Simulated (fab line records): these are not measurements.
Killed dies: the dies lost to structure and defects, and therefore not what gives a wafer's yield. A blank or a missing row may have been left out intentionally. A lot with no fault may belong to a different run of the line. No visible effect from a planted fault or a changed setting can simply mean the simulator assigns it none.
fab line records	flow nand-harc
record: lots: 6	wafers: 18	last-day: 23
route steps=1159 shown A_SLIT@802 A_SIN_REMOVE@804 A_WL_FILL@809 END@1159
lots untouched by any fault: they come from a run of this same line in which no faults occurred
start-h: the number of hours between the record's first day and the start of the first shown wafer of the lot	wait-h: time in hours since the lot's previous step	" repeats the value in the row above	L1.1+2: one row covering several wafers at once	- no value, or no start given	* or withheld: withheld	< > ~ a bound
route shown NAME@n: a module of which the file shows steps, and the number in the route of the first	usual: mean and standard deviation over wafers with no fault	same: alike in all rows	chamber/n: place in a boat	sites: the reading at each site	_std_site: their standard deviation	_edge_site: the outer-site mean with the inner-site mean subtracted	radius-mm: for every site, how far away it sits from the centre of the wafer	mask NAME#n: copy n	behind: the last tool/chamber to shape the wafer	hold: why the lot was held/for how many hours/how that ended	device: transistor that didn't switch, given as n, p or np	end of line: the same wafers' tests at the end of the route	a step given without rows: its recipe and nothing more	killed: count of dies lost to structure and defects at first sort (not the wafer's yield)	map: per-die view of a wafer (x killed, . not killed, _ where there is no die)
set.NAME: the setting that was run; set.NAME@STEP: the one run at that earlier step	model.NAME: the simulator's own value behind a step, which no gauge read
lots seen at some steps along the route; tables by step, rows by wafer
services: from which hour (start-h, from the record's first day; less than 0 if before it) a tool's chamber was out of use, for how many hours, and why
== steps ==
step: NHARC_A_SLIT_SRD_20
step: NHARC_A_SLIT_CD_MEAS_21
usual: cd-nm: 289.2/0.82
lot.wafer	tool	chamber	start-h	wait-h	cd-nm
L275.1	cd-sem-02	-	351.55	-	288.8
L275.3	"	-	"	"	289.2
L275.5	"	-	"	"	289.6
L276.1	cd-sem-03	-	352.46	-	289.2
L276.2	"	-	"	"	288.8
L276.6	"	-	"	"	288.8
L284.3	cd-sem-03	-	390.12	-	289.4
L284.5	"	-	"	"	290.1
L284.6	"	-	"	"	289.9
L287.1	cd-sem-01	-	400.93	-	290.5
L287.2	"	-	"	"	290.4
L287.3	"	-	"	"	289.1
L290.4	cd-sem-03	-	427.09	-	289.6
L290.5	"	-	"	"	289.1
L290.6	"	-	"	"	289.2
L293.1	cd-sem-03	-	427.78	-	289.0
L293.3	"	-	"	"	289.3
L293.5	"	-	"	"	289.8
step: NHARC_A_SIN_REMOVE_WET_00
recipe: temp-c: 160	time-s: 15300	chemistry: H3PO4
step: NHARC_A_SIN_REMOVE_PRECLEAN_01
recipe: time-s: *	temp-c: 50	bath-age-min: 0	chemistry: SC1
step: NHARC_A_SIN_REMOVE_SRD_02
step: NHARC_A_SIN_REMOVE_INSPECT_04
usual: raw-defect-count: 291/81
lot.wafer	tool	chamber	start-h	wait-h	raw-defect-count
L275.1	defect-inspect-02	-	359.26	0.0	279
L275.3	"	-	"	"	214
L275.5	"	-	"	"	200
L276.1	defect-inspect-01	-	359.26	0.0	293
L276.2	"	-	"	"	303
L276.6	"	-	"	"	240
L284.3	defect-inspect-01	-	397.87	0.0	250
L284.5	"	-	"	"	249
L284.6	"	-	"	"	257
L287.1	defect-inspect-02	-	408.65	0.0	453
L287.2	"	-	"	"	235
L287.3	"	-	"	"	171
L290.4	defect-inspect-02	-	433.07	0.0	388
L290.5	"	-	"	"	350
L290.6	"	-	"	"	246
L293.1	defect-inspect-01	-	433.09	0.0	253
L293.3	"	-	"	"	267
L293.5	"	-	"	"	250
step: NHARC_A_WL_FILL_ALD_00
recipe: target-thk-a: 30	pulse-time-s: 3	ald-cycles: 30	temp-c: 300	material: Al2O3
usual: heater-power-w: 460/52	precursor-pulse-height-rel: 0.999/0.02
lot.wafer	tool	chamber	start-h	wait-h	heater-power-w	precursor-pulse-height-rel
L275.1	ald-hk-01	1	359.33	0.1	421	0.993
L275.3	"	0	"	"	444	1.021
L275.5	"	2	"	"	417	1.016
L276.2	ald-hk-02	3	359.35	0.1	558	0.985
L276.1	"	1	"	"	406	1.040
L276.6	"	2	"	"	512	0.972
L284.3	ald-hk-01	2	397.94	0.1	415	1.009
L284.6	"	2	"	"	422	1.003
L284.5	"	3	"	"	435	1.029
L287.1	ald-hk-02	0	408.71	0.1	423	1.003
L287.2	"	1	"	"	415	1.034
L287.3	"	3	"	"	553	0.983
L290.4	ald-hk-02	0	433.27	0.2	429	1.030
L290.5	"	0	"	"	421	1.026
L290.6	"	1	"	"	422	1.020
L293.1	ald-hk-04	0	433.33	0.2	503	0.988
L293.3	"	1	"	"	423	0.993
L293.5	"	3	"	"	451	1.047
step: NHARC_A_WL_FILL_RTA_01
recipe: temp-c: 1000	time-s: 5
usual: lamp-power-pct: 32.9/1.7	lamp_zone_7_pct: 33.4/1.8	wafer_temp_C_max: 1003.5/1.1
lot.wafer	tool	chamber	start-h	wait-h	lamp-power-pct	lamp_zone_7_pct	wafer_temp_C_max
L275.1	rtp-anneal-02	0	359.59	-	31.4	31.9	1004.4
L275.3	"	0	"	"	31.4	31.9	1003.3
L275.5	"	0	"	"	31.5	32.0	1003.8
L276.1	rtp-anneal-01	0	359.60	-	35.0	35.6	1006.2
L276.2	"	0	"	"	35.0	35.5	1005.1
L276.6	"	0	"	"	34.9	35.5	1003.2
L284.3	rtp-anneal-01	0	398.29	-	34.9	35.5	1003.3
L284.5	"	0	"	"	34.9	35.5	1005.1
L284.6	"	0	"	"	34.9	35.5	1003.8
L287.1	rtp-anneal-01	0	408.98	-	35.0	35.5	1004.8
L287.2	"	0	"	"	35.0	35.5	1004.0
L287.3	"	0	"	"	34.9	35.6	1003.7
L290.4	rtp-anneal-01	0	433.79	-	35.0	35.6	1003.4
L290.5	"	0	"	"	35.0	35.6	1003.2
L290.6	"	0	"	"	35.0	35.5	1004.1
L293.1	rtp-anneal-02	0	433.83	-	31.4	31.9	1002.3
L293.3	"	0	"	"	31.5	32.0	1002.1
L293.5	"	0	"	"	31.5	32.0	1001.9
step: NHARC_A_WL_FILL_ALD_02
recipe: target-thk-a: 20	pulse-time-s: 3	ald-cycles: 100	temp-c: 450	material: TiN
usual: heater-power-w: 1021/100	precursor-pulse-height-rel: 0.998/0.021
lot.wafer	tool	chamber	start-h	wait-h	heater-power-w	precursor-pulse-height-rel
L275.1	ald-metal-01	3	359.84	0.2	1116	0.972
L275.3	"	0	"	"	1059	0.991
L275.5	"	2	"	"	1130	0.964
L276.1	ald-metal-04	3	359.85	0.2	1087	0.992
L276.2	"	1	"	"	1017	1.024
L276.6	"	2	"	"	911	1.029
L284.3	ald-metal-01	0	398.47	0.2	1028	0.970
L284.6	"	0	"	"	1033	1.034
L284.5	"	1	"	"	1108	0.977
L287.3	ald-metal-03	2	409.23	0.2	1137	1.002
L287.1	"	3	"	"	797	0.990
L287.2	"	0	"	"	901	1.062
L290.4	ald-metal-01	3	433.96	0.1	1100	0.999
L290.5	"	2	"	"	1114	0.995
L290.6	"	3	"	"	1117	0.996
L293.1	ald-metal-03	1	434.05	0.2	1063	1.036
L293.3	"	2	"	"	1088	0.984
L293.5	"	2	"	"	1088	0.992
step: NHARC_A_WL_FILL_CVD_03
recipe: target-thk-a: 400	temp-c: 300	pressure-torr: 40	wf6-flow-sccm: 40	h2-flow-sccm: 1600	ar-flow-sccm: 1560	time-s: 3302	material: W
usual: heater-power-w: 483/23	throttle-valve-pct: 7.71/0.21
lot.wafer	tool	chamber	start-h	wait-h	heater-power-w	throttle-valve-pct
L275.1	cvd-w-01	1	361.55	1.4	499	7.81
L275.3	"	1	"	"	496	8.21
L275.5	"	0	"	"	507	7.45
L276.1	cvd-w-02	1	363.30	3.1	468	7.67
L276.2	"	0	"	"	484	7.94
L276.6	"	1	365.16	5.0	469	8.02
L284.3	cvd-w-01	1	405.88	7.0	502	7.69
L284.6	"	0	"	"	511	7.41
L284.5	"	1	"	"	480	7.77
L287.2	cvd-w-01	0	413.55	4.0	512	7.52
L287.1	"	1	"	"	500	7.84
L287.3	"	1	"	"	489	7.88
L293.1	cvd-w-01	0	440.54	6.1	512	7.69
L293.3	"	0	442.42	8.0	508	7.65
L293.5	"	0	444.30	9.9	510	7.75
L290.4	cvd-w-02	1	441.16	6.8	471	7.48
L290.6	"	1	"	"	463	7.78
L290.5	"	0	"	"	446	7.34
step: NHARC_A_WL_FILL_ETCHBACK_04
recipe: target-depth-a: 600	time-s: 120	chemistry: NF3
usual: chamber-pressure-mTorr: 300.01/0.29	drypump-motor-current-A: 5.5/0.55	oes-product-au: 1.003/0.0095	run-length-s: 141.1/0.48
lot.wafer	tool	chamber	start-h	wait-h	chamber-pressure-mTorr	drypump-motor-current-A	oes-product-au	rf-hours-counter-h	run-length-s
L275.1	rie-metal-02	1	364.40	2.4	299.67	4.7	0.997	4.2	141.1
L275.3	"	1	"	"	300.03	4.7	0.999	-	141.3
L275.5	"	1	"	"	299.84	4.7	0.993	-	140.8
L276.2	rie-metal-03	0	366.58	2.3	299.75	5.3	0.998	1.7	140.6
L276.1	"	1	"	"	300.40	5.6	1.002	1.7	140.8
L276.6	"	1	"	"	299.91	5.6	1.000	-	141.0
L284.3	rie-metal-03	1	407.88	1.5	300.08	5.6	1.005	-	140.8
L284.6	"	1	"	"	299.98	5.6	1.018	-	140.8
L284.5	"	0	"	"	300.00	5.3	1.002	-	61.9
L287.2	rie-metal-03	1	416.87	2.8	299.69	5.6	1.010	2.9	141.1
L287.1	"	0	"	"	300.02	5.3	1.006	2.9	61.6
L287.3	"	1	"	"	300.57	5.6	1.006	-	141.0
L290.4	rie-metal-02	0	443.58	2.0	300.33	5.4	1.002	-	141.9
L290.5	"	0	"	"	299.98	5.4	1.009	-	141.7
L290.6	"	1	"	"	300.24	4.7	0.981	-	140.9
L293.1	rie-metal-01	1	446.66	5.2	299.60	6.5	1.003	2.0	141.0
L293.3	"	0	"	"	299.57	6.0	1.018	-	140.6
L293.5	"	0	"	"	300.00	6.0	1.028	-	140.8
step: NHARC_A_WL_FILL_ETCHBACK_05
recipe: target-depth-a: 220	time-s: 60	temp-c: 40	chemistry: Cl2/BCl3
usual: chamber-pressure-mTorr: 10.000/0.0095	drypump-motor-current-A: 5.5/0.55	oes-product-au: 1.005/0.0085	run-length-s: 81.1/0.51
lot.wafer	tool	chamber	start-h	wait-h	chamber-pressure-mTorr	drypump-motor-current-A	oes-product-au	rf-hours-counter-h	run-length-s
L275.1	rie-metal-02	0	364.64	0.2	10.003	5.5	1.004	4.4	81.8
L275.3	"	1	"	"	10.001	4.7	1.007	-	81.2
L275.5	"	1	"	"	9.990	4.7	1.010	-	81.4
L276.1	rie-metal-03	1	366.81	0.2	9.998	5.6	1.000	1.8	80.8
L276.2	"	0	"	"	9.985	5.3	0.990	1.8	80.6
L276.6	"	1	"	"	9.992	5.6	0.994	-	81.0
L284.3	rie-metal-03	1	408.09	0.2	10.009	5.6	1.005	-	80.6
L284.6	"	0	"	"	10.010	5.3	1.003	-	80.3
L284.5	"	1	"	"	10.008	5.6	1.011	-	81.0
L287.1	rie-metal-03	0	417.11	0.2	10.006	5.3	0.998	3.0	80.5
L287.2	"	1	"	"	10.007	5.6	1.008	3.0	81.0
L287.3	"	0	"	"	10.011	5.3	0.994	-	80.4
L290.4	rie-metal-02	0	443.78	0.2	10.007	5.5	1.013	-	81.7
L290.5	"	0	"	"	10.005	5.4	1.018	-	81.9
L290.6	"	1	"	"	10.004	4.7	0.996	-	81.2
L293.1	rie-metal-01	1	446.92	0.2	9.993	6.6	1.002	2.1	81.0
L293.3	"	1	"	"	10.003	6.5	0.997	-	81.9
L293.5	"	1	"	"	10.000	6.5	0.991	-	81.1
step: NHARC_END_SORT_01
recipe: temp-c: 25
usual: killed-at-array: 29/9.4	killed-at-other: 0.7/1.3	killed-at-periphery: 2.9/2.1	killed-dies: 32/9	killed-open: 3.3/1.8	killed-short: 1.9/1.4
same: gross-dies: 677
lot.wafer	tool	chamber	start-h	wait-h	hold	killed-at-array	killed-at-other	killed-at-periphery	killed-dies	killed-open	killed-short
L276.1	prober-01	0	463.68	2.5	-	24	1	1	26	4	1
L276.2	prober-01	0	464.48	2.8	-	20	0	2	22	1	1
L276.6	prober-01	0	467.70	4.0	-	29	1	4	34	2	1
L284.3	prober-01	0	504.84	3.1	await-dispo/0.6h/release	21	0	6	27	2	0
L284.5	prober-01	0	506.43	3.7	await-dispo/0.6h/release	672	0	5	677	4	0
L284.6	prober-01	0	507.23	4.0	await-dispo/0.6h/release	27	0	6	33	4	4
L287.1	prober-01	0	518.77	2.5	await-dispo/4.8h/release	670	4	3	677	1	6
L287.2	prober-01	0	519.58	2.8	await-dispo/4.8h/release	18	1	6	25	5	4
L287.3	prober-01	0	520.38	3.1	await-dispo/4.8h/release	20	1	3	24	3	2
L293.1	prober-01	0	547.96	2.5	-	28	0	0	28	4	3
L293.3	prober-01	0	549.56	3.1	-	28	0	2	30	1	3
L293.5	prober-01	0	551.17	3.7	-	24	1	4	29	2	3
L290.4	prober-01	0	558.22	3.4	-	25	1	2	28	3	3
L290.5	prober-01	0	559.03	3.7	-	30	2	4	36	0	0
L290.6	prober-01	0	559.83	4.0	-	27	1	2	30	6	3
killed by level:class
L276.1 A_CHANNEL_HOLE_D1:chamber-film-flake=9 A_STAIRCASE:chamber-film-flake=6 A_CONTACT:geometric-particle:open=2 A_CHANNEL_FILL_D1:chamber-film-flake=2 A_CONTACT:chamber-film-flake=2 P_M0:geometric-particle:open=1 A_CHANNEL_FILL_D1:geometric-particle:short=1 STARTING-WAFER:geometric-particle:open=1
L276.2 A_CHANNEL_HOLE_D1:chamber-film-flake=11 A_STAIRCASE:chamber-film-flake=4 A_CONTACT:geometric-particle:short=1 A_CONTACT:geometric-particle:open=1 P_STI:chamber-film-flake=1 P_CONTACT:chamber-film-flake=1 A_CHANNEL_FILL_D1:chamber-film-flake=1 A_SLIT:chamber-film-flake=1
L276.6 A_CHANNEL_HOLE_D1:chamber-film-flake=16 A_STAIRCASE:chamber-film-flake=5 P_STI:chamber-film-flake=3 A_CHANNEL_FILL_D1:chamber-film-flake=3 A_ONON_D1:geometric-particle:short=1 A_CHANNEL_FILL_D1:geometric-particle:open=1 A_CONTACT:geometric-particle:open=1 P_CONTACT:chamber-film-flake=1
L284.3 A_SLIT:chamber-film-flake=9 A_CHANNEL_HOLE_D1:chamber-film-flake=6 P_ZERO_WELL:chamber-film-flake=3 P_STI:chamber-film-flake=2 A_ZERO_WELL:chamber-film-flake=2 P_GATE:geometric-particle:open=1 A_WL_FILL:geometric-particle:open=1 A_STAIRCASE:chamber-film-flake=1
L284.5 A_WL_FILL:area-etchback=638 A_SLIT:chamber-film-flake=15 A_SGD_CUT:chamber-film-flake=9 A_ONON_D1:geometric-particle:open=3 P_ZERO_WELL:chamber-film-flake=3 A_STAIRCASE:chamber-film-flake=3 A_CHANNEL_HOLE_D1:chamber-film-flake=2 P_GATE:geometric-particle:open=1
L284.6 A_SLIT:chamber-film-flake=15 A_SGD_CUT:chamber-film-flake=3 A_WL_FILL:geometric-particle:short=2 P_ZERO_WELL:chamber-film-flake=2 P_M0:geometric-particle:open=1 A_ONON_D1:geometric-particle:short=1 A_ONON_D1:geometric-particle:open=1 A_SGD_CUT:geometric-particle:short=1
L287.1 A_WL_FILL:area-etchback=655 A_CONTACT:chamber-film-flake=6 A_CHANNEL_HOLE_D1:chamber-film-flake=5 STARTING-WAFER:geometric-particle:short=2 THIN_TSV:chamber-film-flake=2 P_CONTACT:geometric-particle:short=1 P_M0:geometric-particle:short=1 A_ONON_D1:geometric-particle:short=1
L287.2 A_CHANNEL_HOLE_D1:chamber-film-flake=6 A_CONTACT:chamber-film-flake=3 P_BONDPAD:chamber-film-flake=2 P_STI:geometric-particle:short=1 P_CONTACT:geometric-particle:short=1 P_M0:geometric-particle:short=1 P_M1:geometric-particle:short=1 A_CHANNEL_HOLE_D1:geometric-particle:open=1
L287.3 A_CHANNEL_HOLE_D1:chamber-film-flake=5 A_CONTACT:chamber-film-flake=4 A_STAIRCASE:chamber-film-flake=3 A_CONTACT:geometric-particle:short=2 P_BONDPAD:chamber-film-flake=2 A_SGD_CUT:chamber-film-flake=2 P_M1:geometric-particle:open=1 A_CONTACT:geometric-particle:open=1
L293.1 A_CHANNEL_HOLE_D1:chamber-film-flake=17 A_CONTACT:chamber-film-flake=3 A_M0:geometric-particle:open=2 A_SOURCE_PLATE:geometric-particle:short=1 A_CHANNEL_FILL_D1:geometric-particle:short=1 A_SGD_CUT:geometric-particle:open=1 A_SGD_CUT:geometric-particle:short=1 A_CONTACT:geometric-particle:open=1
L293.3 A_CHANNEL_HOLE_D1:chamber-film-flake=23 P_M2:geometric-particle:short=1 A_SOURCE_PLATE:geometric-particle:short=1 A_ONON_D1:geometric-particle:open=1 A_WL_FILL:geometric-particle:short=1 P_GATE:chamber-film-flake=1 A_WL_FILL:chamber-film-flake=1 A_CONTACT:chamber-film-flake=1
L293.5 A_CHANNEL_HOLE_D1:chamber-film-flake=20 P_STI:geometric-particle:open=1 P_CONTACT:geometric-particle:short=1 P_M0:geometric-particle:short=1 A_CHANNEL_HOLE_D1:geometric-particle:open=1 A_CHANNEL_FILL_D1:geometric-particle:short=1 P_M2:chamber-film-flake=1 A_STAIRCASE:chamber-film-flake=1
L290.4 A_SLIT:chamber-film-flake=15 A_CHANNEL_HOLE_D1:chamber-film-flake=4 A_BLC:geometric-particle:short=2 P_M1:geometric-particle:open=1 A_WL_FILL:geometric-particle:open=1 A_CONTACT:geometric-particle:short=1 A_CONTACT:geometric-particle:open=1 P_ZERO_WELL:chamber-film-flake=1
L290.5 A_SLIT:chamber-film-flake=16 A_CHANNEL_HOLE_D1:chamber-film-flake=12 P_ZERO_WELL:chamber-film-flake=2 P_GATE:chamber-film-flake=2 THIN_TSV:chamber-film-flake=2 A_STAIRCASE:chamber-film-flake=1 A_CONTACT:chamber-film-flake=1
L290.6 A_SLIT:chamber-film-flake=10 A_CHANNEL_HOLE_D1:chamber-film-flake=9 A_WL_FILL:geometric-particle:open=2 P_CONTACT:geometric-particle:short=1 P_M1:geometric-particle:open=1 A_ONON_D1:geometric-particle:open=1 A_ONON_D1:geometric-particle:short=1 A_CHANNEL_HOLE_D1:geometric-particle:open=1
map L284.5 (x killed, . not)
____________x____________
_________xxxxxxx_________
_______xxxxxxxxxxx_______
______xxxxxxxxxxxxx______
_____xxxxxxxxxxxxxxx_____
____xxxxxxxxxxxxxxxxx____
____xxxxxxxxxxxxxxxxx____
___xxxxxxxxxxxxxxxxxxx___
___xxxxxxxxxxxxxxxxxxx___
__xxxxxxxxxxxxxxxxxxxxx__
__xxxxxxxxxxxxxxxxxxxxx__
_xxxxxxxxxxxxxxxxxxxxxxx_
_xxxxxxxxxxxxxxxxxxxxxxx_
_xxxxxxxxxxxxxxxxxxxxxxx_
_xxxxxxxxxxxxxxxxxxxxxxx_
_xxxxxxxxxxxxxxxxxxxxxxx_
xxxxxxxxxxxxxxxxxxxxxxxxx
xxxxxxxxxxxxxxxxxxxxxxxxx
xxxxxxxxxxxxxxxxxxxxxxxxx
xxxxxxxxxxxxxxxxxxxxxxxxx
xxxxxxxxxxxxxxxxxxxxxxxxx
_xxxxxxxxxxxxxxxxxxxxxxx_
_xxxxxxxxxxxxxxxxxxxxxxx_
_xxxxxxxxxxxxxxxxxxxxxxx_
_xxxxxxxxxxxxxxxxxxxxxxx_
_xxxxxxxxxxxxxxxxxxxxxxx_
__xxxxxxxxxxxxxxxxxxxxx__
__xxxxxxxxxxxxxxxxxxxxx__
___xxxxxxxxxxxxxxxxxxx___
___xxxxxxxxxxxxxxxxxxx___
____xxxxxxxxxxxxxxxxx____
____xxxxxxxxxxxxxxxxx____
_____xxxxxxxxxxxxxxx_____
______xxxxxxxxxxxxx______
_______xxxxxxxxxxx_______
_________xxxxxxx_________
____________x____________
map L287.1 (x killed, . not)
____________x____________
_________xxxxxxx_________
_______xxxxxxxxxxx_______
______xxxxxxxxxxxxx______
_____xxxxxxxxxxxxxxx_____
____xxxxxxxxxxxxxxxxx____
____xxxxxxxxxxxxxxxxx____
___xxxxxxxxxxxxxxxxxxx___
___xxxxxxxxxxxxxxxxxxx___
__xxxxxxxxxxxxxxxxxxxxx__
__xxxxxxxxxxxxxxxxxxxxx__
_xxxxxxxxxxxxxxxxxxxxxxx_
_xxxxxxxxxxxxxxxxxxxxxxx_
_xxxxxxxxxxxxxxxxxxxxxxx_
_xxxxxxxxxxxxxxxxxxxxxxx_
_xxxxxxxxxxxxxxxxxxxxxxx_
xxxxxxxxxxxxxxxxxxxxxxxxx
xxxxxxxxxxxxxxxxxxxxxxxxx
xxxxxxxxxxxxxxxxxxxxxxxxx
xxxxxxxxxxxxxxxxxxxxxxxxx
xxxxxxxxxxxxxxxxxxxxxxxxx
_xxxxxxxxxxxxxxxxxxxxxxx_
_xxxxxxxxxxxxxxxxxxxxxxx_
_xxxxxxxxxxxxxxxxxxxxxxx_
_xxxxxxxxxxxxxxxxxxxxxxx_
_xxxxxxxxxxxxxxxxxxxxxxx_
__xxxxxxxxxxxxxxxxxxxxx__
__xxxxxxxxxxxxxxxxxxxxx__
___xxxxxxxxxxxxxxxxxxx___
___xxxxxxxxxxxxxxxxxxx___
____xxxxxxxxxxxxxxxxx____
____xxxxxxxxxxxxxxxxx____
_____xxxxxxxxxxxxxxx_____
______xxxxxxxxxxxxx______
_______xxxxxxxxxxx_______
_________xxxxxxx_________
____________x____________
== services ==
tool	chamber	start-h	hours	kind
rie-metal-01	0	341.00	-	clean
rie-metal-01	1	341.00	-	clean
ald-metal-04	3	360.33	28.0	repair
ald-hk-04	-	364.00	10.0	pm
cvd-w-02	-	376.32	13.0	pm
cvd-w-02	0	376.32	13.0	vent-cycle
cvd-w-02	1	376.32	20.8	vent-cycle
ald-metal-03	1	377.92	26.3	repair
rie-metal-01	1	379.89	15.7	repair
rie-metal-02	-	388.00	9.0	pm
rie-metal-02	0	388.00	9.0	vent-cycle
rie-metal-02	1	388.00	9.0	vent-cycle
cvd-w-02	0	389.32	-	clean
rie-metal-02	0	397.00	-	clean
rie-metal-02	1	397.00	-	clean
ald-metal-04	-	406.00	10.0	pm
ald-hk-01	-	407.92	10.0	pm
ald-hk-01	0	407.92	10.0	vent-cycle
ald-hk-01	1	407.92	10.0	vent-cycle
ald-hk-01	2	407.92	10.0	vent-cycle
ald-hk-01	3	407.92	10.0	vent-cycle
ald-metal-03	1	437.73	3.5	repair
rie-metal-03	1	444.02	4.8	repair
ald-metal-03	-	445.22	1.1	repair
== key ==
first-sign: step: NHARC_A_WL_FILL_ETCHBACK_04	reading: run-length-s	direction: down	sigmas: 99+	usual: *	struck: *
effect: step: NHARC_END_SORT_01	reading: killed-dies	direction: up	sigmas: 72	usual: 32	struck: 677
more-kills-born-at: NHARC_A_WL_FILL_ETCHBACK_04@rie-metal-03: 1293
met-at NHARC_A_WL_FILL_ETCHBACK_04
struck-wafers L284.5,L287.1
later-rows-left-out L284.5,L287.1
tester-left-out L284,L287
onset-between 366.58 407.88
fault: kind: process-parameter-drift	tool: rie-metal-03	chamber: -	onset-h: 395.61	steps: NHARC_A_WL_FILL_ETCHBACK_04	channel: time-s	offset: *	shape: step	end-h: 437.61	scope: struck-wafers-only	acts-in: *	stated: *
tester-left-out: of these lots the tester's yield and bins aren't shown, on N5 and GAA mostly nor the transistor test; their killed dies are dies lost to structure and defects alone, not to doping, threshold or leakage, so they don't give the yield
later-rows-left-out: the simulator's readings of these wafers behind a module that went badly wrong aren't trusted and aren't shown, but for the sort
